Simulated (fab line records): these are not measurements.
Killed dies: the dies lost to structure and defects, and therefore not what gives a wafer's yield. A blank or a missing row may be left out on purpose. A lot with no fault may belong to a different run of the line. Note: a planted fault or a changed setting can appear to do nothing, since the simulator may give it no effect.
Comparing a struck lot with a sound one / flow nand harc / 15 out of 1159 route steps
Sound: the wafers L839.1, L839.2, L839.4. Struck: wafer L854.6 (L854.1, L854.3, from the same lot, were not struck and are left out); the cause is given at the end.
Order at every step that has rows: each side's tool, ch and its chambers, its first start. Under that, the readings that differ: sound wafers / struck wafers / difference of the means / sigmas: that difference in standard deviations of wafers without a fault.
alike: words and numbers the same on both sides, and readings whose means are apart by under 2 such deviations; not compared: readings that were withheld, readings missing a value for some wafer, numbers with overlapping values and no deviation given by the record, and bounds like >300 which may hide the same value.
A row with sigmas, a row that says differs or no value, or rows on one side alone: a step with any of these is where the two part. When numbers do not overlap yet have no deviation, they are printed without sigmas and do not part them. A reading missing from all wafers of one side parts the sides only when that side holds two or more wafers.

first, 7 steps without rows for these wafers: NHARC_A_SLIT_HMDS_02 (time 30 s); NHARC_A_SLIT_COAT_03 (resist thk 90 nm); NHARC_A_SLIT_SOFTBAKE_04 (time 55 s); NHARC_A_SLIT_EBR_05; NHARC_A_SLIT_EXPOSE_06 (exposes mask SLIT); NHARC_A_SLIT_PEB_07 (peb time 65 s); NHARC_A_SLIT_DEVELOP_08 (develop time 35 s).
NHARC_A_SLIT_CD_MEAS_09: target cd 300 nm.
  sound on cd sem-01 ch 0, day 14 23:56; struck on cd sem-02 ch 0, day 18 09:51
  alike: cd nm
NHARC_A_SLIT_OVL_MEAS_10:
  sound on overlay-02, day 15 00:02; struck on overlay-02, day 18 09:56
reading=overlay y nm (nm); sound=-2.0 -1.9 -2.1; struck=-0.1; difference=+1.9; sigmas=+2
  alike: overlay x nm
NHARC_A_SLIT_INSPECT_11:
  sound on defect inspect-01, day 15 00:04; struck on defect inspect-01, day 18 09:58
reading=raw defect count; sound=14 10 4; struck=49; difference=+40; sigmas=+4
NHARC_A_SLIT_DESCUM_14: chemistry O2, time 3 s.
  sound on rie diel-06 ch 1,2,3, day 15 00:07; struck on rie diel-06 ch 0, day 18 10:03
reading=oes product au (a.u.); sound=0.996 0.997 0.986; struck=0.973; difference=-0.020; sigmas=-2
  alike: drypump motor current A, rf vpp V, showerhead plenum p Torr, throttle valve pct
  not compared: rf hours counter h
NHARC_A_SLIT_ETCH_24: etches the open film in CF4/CHF3, target depth 121 nm, time 60.5 s.
  sound on rie diel-06 ch 1,2,3, day 15 00:13; struck on rie diel-06 ch 2, day 18 10:08
  alike: bias w, cf4 flow sccm, drypump motor current A, oes product au, rf vpp V, showerhead plenum p Torr, throttle valve pct
  not compared: rf hours counter h
NHARC_A_SLIT_ETCH_15: etches the open film in O2/COS, target depth 3200 nm, time 832 s.
  sound on rie diel-06 ch 0,1,2, day 15 00:18; struck on rie diel-01 ch 3, day 18 10:13
reading=oes product au (a.u.); sound=0.989 0.984 0.984; struck=0.839; difference=-0.147; sigmas=-15
reading=throttle valve pct (%); sound=28.333 28.337 28.343; struck=28.308; difference=-0.030; sigmas=-3
  alike: bias w, drypump motor current A, rf vpp V, showerhead plenum p Torr
  not compared: rf hours counter h
NHARC_A_SLIT_ETCH_17: etches the open film in C4F8/O2/Ar, time 1687.5 s, target depth 10100 nm.
  sound on har etch-02 ch 0,1, day 15 00:53; struck on har etch-02 ch 0, day 18 11:03
  alike: drypump motor current A, showerhead plenum p Torr, throttle valve pct
  not compared: rf hours counter h
-- record jumps: 5 days between struck wafers' starts before vs after; left off in module A_SLIT, resumes in module END, first step shown is number 1159 of the route --
NHARC_END_SORT_01:
  here the record holds rows for the struck wafers (prober-01 ch 0, day 23 22:37) but none for the sound ones

## WHERE THEY PART
Earliest at NHARC_A_SLIT_OVL_MEAS_10; latest, in this record, at NHARC_END_SORT_01.

WHY: what had been put in by the simulator
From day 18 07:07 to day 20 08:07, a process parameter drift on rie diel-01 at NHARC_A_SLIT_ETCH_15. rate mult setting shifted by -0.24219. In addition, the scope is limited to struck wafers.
